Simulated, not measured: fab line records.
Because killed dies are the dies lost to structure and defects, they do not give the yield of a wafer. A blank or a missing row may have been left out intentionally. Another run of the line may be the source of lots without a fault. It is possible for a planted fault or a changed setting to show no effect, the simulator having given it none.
Comparing a struck lot with a sound one || flow nandHarc || 15 steps out of a route of 1302
Sound: these wafers, L749.3, L749.4, L749.6. Struck: wafer L756.6 (left out: L756.1, L756.4 of the same lot, which were not struck); the cause appears at the end.
At each step with rows: each side's tool, then ch and its chambers, then its first start. Under that, the readings that differ: sound wafers || struck wafers || difference of the means || sigmas: that difference in standard deviations of wafers without a fault.
alike: readings with means less than 2 such deviations apart, plus words and numbers identical on both sides. not compared: withheld readings, readings lacking a value on some wafer, bounds such as >300 that could conceal the same value, and numbers that have no deviation in the record and whose values overlap.
The two part at a step that has a row with sigmas, a row that says differs or no value, or rows on one side only. When numbers do not overlap yet have no deviation, they are printed without sigmas and do not part them. A reading that every wafer of one side lacks parts them only if that side has two wafers or more.

first, 8 steps without rows for these wafers: NHARC_P_GATE_DEHYDRATE_18 (time 120 s); NHARC_P_GATE_HMDS_19 (time 30 s); NHARC_P_GATE_COAT_20 (resist thk 90 nm); NHARC_P_GATE_SOFTBAKE_21 (time 55 s); NHARC_P_GATE_EBR_22; NHARC_P_GATE_EXPOSE_23 (exposes mask P GATE, target cd 120 nm); NHARC_P_GATE_PEB_24 (peb time 65 s); NHARC_P_GATE_DEVELOP_25 (develop time 35 s).
NHARC_P_GATE_CD_MEAS_26: the cd target is 120 nm.
  sound on cdSem-03 ch 0, day 5 09:49; struck on cdSem-03 ch 0, day 8 13:34
  alike: cdNm
NHARC_P_GATE_OVL_MEAS_27:
  sound: overlay-02 at day 5 09:54; struck: overlay-01 at day 8 13:40
  alike: overlayXNm, overlayYNm
NHARC_P_GATE_INSPECT_28:
  sound: defectInspect-01 at day 5 09:56; struck: defectInspect-01 at day 8 13:41
  alike: rawDefectCount
NHARC_P_GATE_DESCUM_31: chemistry O2, time 3 s.
  sound on rieDiel-01 ch 0,3, day 5 09:59; struck on rieDiel-01 ch 3, day 8 13:46
  alike: drypumpMotorCurrentA, o2FlowSccm, oesProductAu, rfVppV, showerheadPlenumPTorr, throttleValvePct
  not compared: rfHoursCounterH
NHARC_P_GATE_ETCH_104: etches the open film in CF4/CHF3, target depth 60 nm.
  sound on rieDiel-01 ch 0,1,3, day 5 10:05; struck on rieDiel-01 ch 0, day 8 13:50
{"reading": "oesProductAu (a.u.)", "sound": "0.964 0.962 0.979", "struck": 1.181, "difference": "+0.213", "sigmas": "+9"}
{"reading": "rfFwdPowerW (W)", "sound": "488 493 491", "struck": 686, "difference": "+195", "sigmas": "+65"}
  alike: drypumpMotorCurrentA, rfVppV, showerheadPlenumPTorr, throttleValvePct
NHARC_P_GATE_HM_OPEN_105: chemistry O2/COS, target depth 360 nm.
  sound on rieDiel-01 ch 0,1,2; struck on rieDiel-01 ch 2
{"reading": "rfVppV (V)", "sound": "463 471 464", "struck": 473, "difference": "+7", "sigmas": "+2"}
  alike: cosFlowSccm, drypumpMotorCurrentA, o2FlowSccm, oesProductAu, showerheadPlenumPTorr, throttleValvePct
  not compared: rfHoursCounterH
following that, these wafers have no rows for 1 step: NHARC_END_SORT_01.

WHERE THEY PART
First at NHARC_P_GATE_ETCH_104; last, within this record, at NHARC_P_GATE_HM_OPEN_105.

WHY: the cause the simulator had injected
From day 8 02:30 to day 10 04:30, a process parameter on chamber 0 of rieDiel-01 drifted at NHARC_P_GATE_ETCH_104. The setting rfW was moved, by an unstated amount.
